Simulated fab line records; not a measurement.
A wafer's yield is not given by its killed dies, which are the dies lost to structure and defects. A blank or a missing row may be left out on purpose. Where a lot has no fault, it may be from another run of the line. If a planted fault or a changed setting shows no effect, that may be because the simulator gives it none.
Split-lot trial	flow n5Finfet	7 lots, 39 wafers read, on a route of 1938 steps

== THE SPLIT ITSELF ==
At N5_BEOL_M1_PECVD_72 (deposits SiO2 from TEOS/O2, target thk 16 nm, time 18 s), the setting timeS was moved away from the recipe's 18 s on 15 of the 39 wafers read, by -19.3% to +45.3%. This setting was run at the recipe's value on the other wafers.

The split's own step is where the reading is taken.

== THE READING ==
SiO2_of_BEOL_M1_PECVD_72.thkNm (the simulator's own value, which no gauge read), in nm, at N5_BEOL_M1_PECVD_72 (deposits SiO2 from TEOS/O2, target thk 16 nm, time 18 s). The file gives no usual value for it. Across the 24 wafers here that went through the recipe, the average is 16.1 nm and the standard deviation 0.3 nm.

wafer	tool, chamber at the split	timeS as run, s	against the recipe	SiO2_of_BEOL_M1_PECVD_72.thkNm, nm	against lot-mates on the recipe
L075.1	pecvd-02, 0	21.21	+17.8%	18.8	+2.6
L075.2	pecvd-02, 2	18	recipe	16	-
L075.3	pecvd-02, 1	21.21	+17.8%	19.2	+3.0
L075.4	pecvd-02, 1	18	recipe	16.4	-
L075.5	pecvd-02, 0	21.21	+17.8%	19	+2.8
L075.6	pecvd-02, 2	18	recipe	16.2	-
L076.1	pecvd-04, 2,1	25.53	+41.8%	21.8	+6.1
L076.3	pecvd-04, 2,1	25.53	+41.8%	21.8	+6.1
L076.2	pecvd-04, 0	18	recipe	15.6	-
L076.4	pecvd-04, 0	18	recipe	16	-
L076.5	pecvd-04, 2	25.53	+41.8%	22	+6.3
L076.6	pecvd-04, 1	18	recipe	15.4	-
L077.1	pecvd-02, 0	14.53	-19.3%	12.4	-3.3
L077.2	pecvd-02, 2	18	recipe	15.4	-
L077.3	pecvd-02, 1	14.53	-19.3%	13	-2.7
L077.4	pecvd-02, 1	18	recipe	16.2	-
L077.5	pecvd-02, 0	14.53	-19.3%	12.8	-2.9
L077.6	pecvd-02, 2	18	recipe	15.6	-
L082.1	pecvd-03, 2	21.61	+20.1%	19.4	+3.1
L082.2	pecvd-03, 1	21.61	+20.1%	19.2	+2.9
L082.3	pecvd-03, 0	21.61	+20.1%	19	+2.7
L082.4	pecvd-03, 1,2	18	recipe	16.2	-
L082.6	pecvd-03, 1,2	18	recipe	16.2	-
L082.5	pecvd-03, 0	18	recipe	16.4	-
L083.1	pecvd-03, 0	18	recipe	15.8	-
L083.2	pecvd-03, 1,2,0	18	recipe	16	-
L083.3	pecvd-03, 1,2,0	18	recipe	16	-
L083.4	pecvd-03, 1,2,0	18	recipe	16	-
L083.5	pecvd-03, 1	18	recipe	16.2	-
L083.6	pecvd-03, 2	18	recipe	16.4	-
L088.2	pecvd-02, 2	18	recipe	16	-
L088.5	pecvd-02, 1,2	18	recipe	16.4	-
L088.6	pecvd-02, 1,2	18	recipe	16.4	-
L089.1	pecvd-02, 2	18	recipe	16	-
L089.2	pecvd-02, 1,2	26.15	+45.3%	23.2	+7.1
L089.4	pecvd-02, 1,2	26.15	+45.3%	23.2	+7.1
L089.3	pecvd-02, 1	26.15	+45.3%	23.4	+7.3
L089.5	pecvd-02, 1,2	18	recipe	16.2	-
L089.6	pecvd-02, 1,2	18	recipe	16.2	-
When a row names more than one chamber, that row covers several wafers, and the file does not tell which wafer ran in which chamber.

THE FIT
A straight line over all 39 wafers: SiO2_of_BEOL_M1_PECVD_72.thkNm changes by +0.154 nm for each +1% of timeS; r = +0.99; the points scatter about the line by 0.34 nm.
The same after taking each lot's own level away (the mean of its wafers on the recipe; 39 wafers): +0.153 nm for each +1%; r = +1.00; scatter 0.21 nm.
According to that fit, moving timeS by its largest amount changes the reading by 6.9 nm.
The span of the lots' own levels, 15.67 to 16.27 nm, comes to 2.0 times the standard deviation stated above.
So the lot-to-lot level changes the slope little: the two slopes agree.
Check: with one of the wafers moved furthest among these (+45.3%) left out of the fit, the line predicts +6.91 nm for it against its lot-mates. Against them it came out at +7.07 nm.

== ADDITIONAL SPLITS CARRIED BY THESE WAFERS ==
Other splits were also applied to these wafers ahead of the reading. Each is held against what the fit with the lots' levels taken away leaves over:
other split on the same wafers	wafers away from the commonest value	r with SiO2_of_BEOL_M1_PECVD_72.thkNm (lot level and that fit taken away)
N5_PMOS_HMC_CHANNEL_EPI_DESCUM_14 timeS	15	+0.05
N5_SD_EPI_N_ETCH_16 targetDepthA	18	-0.02
N5_HKMG_FIN_ALD_36 aldCycles	12	+0.02
N5_MOL_CONTACT_COAG_CONTACT_ETCH_14 timeS	18	+0.34

== FILE'S OWN FIT ==
SiO2_of_BEOL_M1_PECVD_72.thkNm changes by +0.153 nm for each +1% of timeS, r = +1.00.
